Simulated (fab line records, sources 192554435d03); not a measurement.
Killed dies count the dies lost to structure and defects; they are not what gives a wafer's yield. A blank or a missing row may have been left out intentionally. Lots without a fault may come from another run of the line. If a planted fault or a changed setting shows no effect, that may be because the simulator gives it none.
Split-lot trial :: flow n5_finfet :: 21 wafers read across 7 lots, on a route 1938 steps long

ABOUT THE SPLIT
At N5_DUMMY_GATE_PECVD_30 (deposits SiO2 from TEOS/O2, target thk 55 nm, time 10.8 s), the setting time_s was moved away from the recipe's 10.8 s on 4 of the 21 wafers read, by -7.0% to +6.9%. This setting was run at the recipe's value on the other wafers.

FROM THE SPLIT TO THE READING: what the file shows between them, 5 steps
- N5_DUMMY_GATE_COAT_34: time 60 s, resist thk 60 nm
- N5_DUMMY_GATE_COAT_35: time 60 s, resist thk 10 nm
- N5_DUMMY_GATE_ETCH_31: etches SiO2 in C4F6/O2, target depth 82.5 nm, time 27.5 s
- N5_DUMMY_GATE_STRIP_41: strips in O2
- N5_DUMMY_GATE_HM_OPEN_21: chemistry CH3F/O2, target SiNx, target depth 120 nm, time 171.4 s

THE READING
SiO2_of_DUMMY_GATE_PECVD_30.thk_nm (the simulator's own value, which no gauge read), in nm, at N5_DUMMY_GATE_ETCH_32 (etches SiO2 in CF4, target depth 3.5 nm, time 3.9 s). There is no usual value for it anywhere in the file. Here, 17 wafers ran the recipe; their average is 41.7 nm with a standard deviation of 1.1 nm.

wafer: L077.1
tool, chamber at the split: pecvd-01, 1
time_s as run, s: 10.8
against the recipe: recipe
SiO2_of_DUMMY_GATE_PECVD_30.thk_nm, nm: 43.2
against lot-mates on the recipe: -

wafer: L077.2
tool, chamber at the split: pecvd-01, 0,2
time_s as run, s: 11.55
against the recipe: +6.9%
SiO2_of_DUMMY_GATE_PECVD_30.thk_nm, nm: 45.8
against lot-mates on the recipe: +2.6

wafer: L077.4
tool, chamber at the split: pecvd-01, 0,2
time_s as run, s: 11.55
against the recipe: +6.9%
SiO2_of_DUMMY_GATE_PECVD_30.thk_nm, nm: 47.4
against lot-mates on the recipe: +4.2

wafer: L078.2
tool, chamber at the split: pecvd-01, 2,0,2
time_s as run, s: 10.8
against the recipe: recipe
SiO2_of_DUMMY_GATE_PECVD_30.thk_nm, nm: 42.6
against lot-mates on the recipe: -

wafer: L078.3
tool, chamber at the split: pecvd-01, 2,0,2
time_s as run, s: 10.8
against the recipe: recipe
SiO2_of_DUMMY_GATE_PECVD_30.thk_nm, nm: 42.6
against lot-mates on the recipe: -

wafer: L078.6
tool, chamber at the split: pecvd-01, 2,0,2
time_s as run, s: 10.8
against the recipe: recipe
SiO2_of_DUMMY_GATE_PECVD_30.thk_nm, nm: 43.2
against lot-mates on the recipe: -

wafer: L079.2
tool, chamber at the split: pecvd-02, 0,1,2
time_s as run, s: 10.8
against the recipe: recipe
SiO2_of_DUMMY_GATE_PECVD_30.thk_nm, nm: 40.6
against lot-mates on the recipe: -

wafer: L079.3
tool, chamber at the split: pecvd-02, 0,1,2
time_s as run, s: 10.8
against the recipe: recipe
SiO2_of_DUMMY_GATE_PECVD_30.thk_nm, nm: 41.4
against lot-mates on the recipe: -

wafer: L079.4
tool, chamber at the split: pecvd-02, 0,1,2
time_s as run, s: 10.8
against the recipe: recipe
SiO2_of_DUMMY_GATE_PECVD_30.thk_nm, nm: 42.4
against lot-mates on the recipe: -

wafer: L087.1
tool, chamber at the split: pecvd-01, 0,1,0
time_s as run, s: 10.8
against the recipe: recipe
SiO2_of_DUMMY_GATE_PECVD_30.thk_nm, nm: 41.4
against lot-mates on the recipe: -

wafer: L087.2
tool, chamber at the split: pecvd-01, 0,1,0
time_s as run, s: 10.8
against the recipe: recipe
SiO2_of_DUMMY_GATE_PECVD_30.thk_nm, nm: 41.8
against lot-mates on the recipe: -

wafer: L087.6
tool, chamber at the split: pecvd-01, 0,1,0
time_s as run, s: 10.8
against the recipe: recipe
SiO2_of_DUMMY_GATE_PECVD_30.thk_nm, nm: 42.8
against lot-mates on the recipe: -

wafer: L090.1
tool, chamber at the split: pecvd-03, 1,0,2
time_s as run, s: 10.8
against the recipe: recipe
SiO2_of_DUMMY_GATE_PECVD_30.thk_nm, nm: 40.4
against lot-mates on the recipe: -

wafer: L090.5
tool, chamber at the split: pecvd-03, 1,0,2
time_s as run, s: 10.8
against the recipe: recipe
SiO2_of_DUMMY_GATE_PECVD_30.thk_nm, nm: 40
against lot-mates on the recipe: -

wafer: L090.6
tool, chamber at the split: pecvd-03, 1,0,2
time_s as run, s: 10.8
against the recipe: recipe
SiO2_of_DUMMY_GATE_PECVD_30.thk_nm, nm: 39.4
against lot-mates on the recipe: -

wafer: L092.1
tool, chamber at the split: pecvd-02, 0
time_s as run, s: 10.04
against the recipe: -7.0%
SiO2_of_DUMMY_GATE_PECVD_30.thk_nm, nm: 37.2
against lot-mates on the recipe: -5.0

wafer: L092.5
tool, chamber at the split: pecvd-02, 1
time_s as run, s: 10.8
against the recipe: recipe
SiO2_of_DUMMY_GATE_PECVD_30.thk_nm, nm: 42.2
against lot-mates on the recipe: -

wafer: L092.6
tool, chamber at the split: pecvd-02, 0
time_s as run, s: 10.04
against the recipe: -7.0%
SiO2_of_DUMMY_GATE_PECVD_30.thk_nm, nm: 37.8
against lot-mates on the recipe: -4.4

wafer: L095.3
tool, chamber at the split: pecvd-01, 2,2,1
time_s as run, s: 10.8
against the recipe: recipe
SiO2_of_DUMMY_GATE_PECVD_30.thk_nm, nm: 41.4
against lot-mates on the recipe: -

wafer: L095.4
tool, chamber at the split: pecvd-01, 2,2,1
time_s as run, s: 10.8
against the recipe: recipe
SiO2_of_DUMMY_GATE_PECVD_30.thk_nm, nm: 41.6
against lot-mates on the recipe: -

wafer: L095.5
tool, chamber at the split: pecvd-01, 2,2,1
time_s as run, s: 10.8
against the recipe: recipe
SiO2_of_DUMMY_GATE_PECVD_30.thk_nm, nm: 42.2
against lot-mates on the recipe: -
Rows listing several chambers each stand for several wafers; the file does not say which wafer went through which chamber.

THE FIT
A straight line over all 21 wafers: SiO2_of_DUMMY_GATE_PECVD_30.thk_nm changes by +0.651 nm for each +1% of time_s; r = +0.89; the points scatter about the line by 1.1 nm.
The same after taking each lot's own level away (the mean of its wafers on the recipe; 21 wafers): +0.58 nm for each +1%; r = +0.95; scatter 0.58 nm.
On that fit, the largest move of time_s shifts the reading by 4.1 nm.
The lots' own levels span 39.93 to 43.20 nm, that is 3.0 times the standard deviation above.
In other words, the slope is changed by the lot-to-lot level; the two fits disagree.
Check: with one of the wafers moved furthest among these (-7.0%) left out of the fit, the line predicts -3.86 nm for it against its lot-mates. Against them it came out at -5 nm.

THESE WAFERS: OTHER SPLITS
Note: prior to the reading, these wafers also went through further splits. Each is held against what the fit with the lots' levels taken away leaves over:
other split on the same wafers: N5_FIN_SAQP_EXPOSE_13 dose_mj
wafers away from the commonest value: 4
r with SiO2_of_DUMMY_GATE_PECVD_30.thk_nm (lot level and that fit taken away): +0.05

other split on the same wafers: N5_FIN_SAQP_SPACER1_ALD_24 ald_cycles
wafers away from the commonest value: 3
r with SiO2_of_DUMMY_GATE_PECVD_30.thk_nm (lot level and that fit taken away): +0.02

THE WHOLE CHAIN: every reading that the file lists as answering this split, in the file's order
step: N5_DUMMY_GATE_HM_OPEN_21
what it does: chemistry CH3F/O2, target SiNx, target depth 120 nm, time 171.4 s
reading: SiO2_of_DUMMY_GATE_PECVD_30.thk_nm (the simulator's own value, which no gauge read)
change (the file's fit): +0.566 nm for each +1% of the setting
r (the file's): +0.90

step: N5_DUMMY_GATE_ETCH_32
what it does: etches SiO2 in CF4, target depth 3.5 nm, time 3.9 s
reading: SiO2_of_DUMMY_GATE_PECVD_30.thk_nm (the simulator's own value, which no gauge read)
change (the file's fit): +0.58 nm for each +1% of the setting
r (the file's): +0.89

THE FILE'S OWN FIT
SiO2_of_DUMMY_GATE_PECVD_30.thk_nm changes by +0.58 nm for each +1% of time_s, r = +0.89.
